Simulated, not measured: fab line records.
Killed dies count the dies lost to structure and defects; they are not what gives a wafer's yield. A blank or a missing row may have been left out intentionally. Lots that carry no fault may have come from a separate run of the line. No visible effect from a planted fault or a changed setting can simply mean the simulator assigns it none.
Matching of chambers | flow n5_finfet | rie_diel-03 running N5_BEOL_M8_ETCH_61: 4 sister chambers
The step etches SiARC in CF4, target depth 45.5 nm, time 75.8 s. 4 wafers are shown with their chamber, then 7 later ones without.

## WAFERS PAIRED WITH THEIR CHAMBERS
wafer  | chamber | drypump_motor_current_A (A)
L085.5 | 0       | 5.53
L085.6 | 2       | 5.72
L090.1 | 1       | 5.38
L090.5 | 3       | 5.61

## WAFERS WITHOUT THEIR CHAMBER
wafer  | drypump_motor_current_A (A)
L090.6 | 5.72
L092.2 | 5.54
L092.5 | 5.59
L092.6 | 5.54
L096.1 | 5.37
L096.2 | 5.73
L096.3 | 5.38

## THE CHAMBER EACH PASSED THROUGH
wafer  | from the rows above | in truth
L090.6 | 2                   | 2
L092.2 | 0                   | 0
L092.5 | 3                   | 3
L092.6 | 0                   | 0
L096.1 | 1                   | 1
L096.2 | 2                   | 2
L096.3 | 1                   | 1
Correctly placed: 7 of 7. Number that these rows cannot place: 0. Wrongly placed: 0.
How it was worked out, from the rows above alone: a wafer's distance from a chamber is the root of the sum, over the readings, of the square of ((its reading less the chamber's mean) divided by the reading's scatter). If the next closest chamber is less than 2 further off than the closest, the wafer can't be placed; otherwise it belongs to the closest. Each chamber's mean is taken over the wafers shown for it. The scatter: with one shown wafer a chamber, the root of the mean of the squares of how far each hidden wafer lies from its nearest shown one.
